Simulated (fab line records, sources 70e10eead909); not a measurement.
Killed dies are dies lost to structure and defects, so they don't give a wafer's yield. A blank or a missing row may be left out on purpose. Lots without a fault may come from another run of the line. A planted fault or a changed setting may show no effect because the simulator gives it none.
Chamber matching | flow nand_harc | NHARC_A_CHANNEL_FILL_D1_ALD_16 on ald_hk-03: 4 sister chambers
The step deposits SiO2, target thk 1.5 nm, pulse time 10 s, ald cycles 15. 8 wafers are shown with their chamber, then 11 later ones without.

WAFERS WITH THEIR CHAMBER
wafer  | chamber | heater_power_w (W) | precursor_pulse_height_rel
L079.5 | 1       | 418                | 0.996
L088.2 | 2       | 389                | 0.987
L088.4 | 1       | 431                | 0.983
L088.5 | 3       | 494                | 1.029
L091.2 | 0       | 468                | 0.990
L091.3 | 2       | 391                | 0.976
L091.4 | 3       | 494                | 0.958
L092.1 | 0       | 452                | 0.980

WAFERS WITHOUT THEIR CHAMBER
wafer  | heater_power_w (W) | precursor_pulse_height_rel
L092.2 | 386                | 0.987
L092.5 | 494                | 1.014
L095.1 | 476                | 0.999
L095.2 | 383                | 1.000
L095.4 | 418                | 0.998
L096.1 | 399                | 1.004
L096.3 | 385                | 0.996
L096.6 | 404                | 1.042
L097.1 | 408                | 1.016
L097.2 | 453                | 0.997
L097.5 | 440                | 1.000

WHICH CHAMBER EACH WENT THROUGH
wafer  | from the rows above     | in truth
L092.2 | 2                       | 2
L092.5 | 3                       | 3
L095.1 | can't be placed: 0 or 3 | 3
L095.2 | 2                       | 2
L095.4 | 1                       | 1
L096.1 | 2                       | 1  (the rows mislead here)
L096.3 | 2                       | 2
L096.6 | can't be placed: 2 or 1 | 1
L097.1 | can't be placed: 1 or 2 | 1
L097.2 | 0                       | 0
L097.5 | can't be placed: 1 or 0 | 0
Placed correctly: 6 of 11. Can't be placed from these rows: 4 (the true chamber is among the candidates in 4). Placed wrongly: 1.
How it was worked out, from the rows above alone: a wafer's distance from a chamber is the root of the sum, over the readings, of the square of ((its reading less the chamber's mean) divided by the reading's scatter). The wafer belongs to the nearest chamber; if the next one is less than 2 further off, it can't be placed. A chamber's mean is the mean of its shown wafers. The scatter: the root of (the sum of the squares of (reading less its chamber's mean) over the shown wafers, divided by (wafers less chambers)).
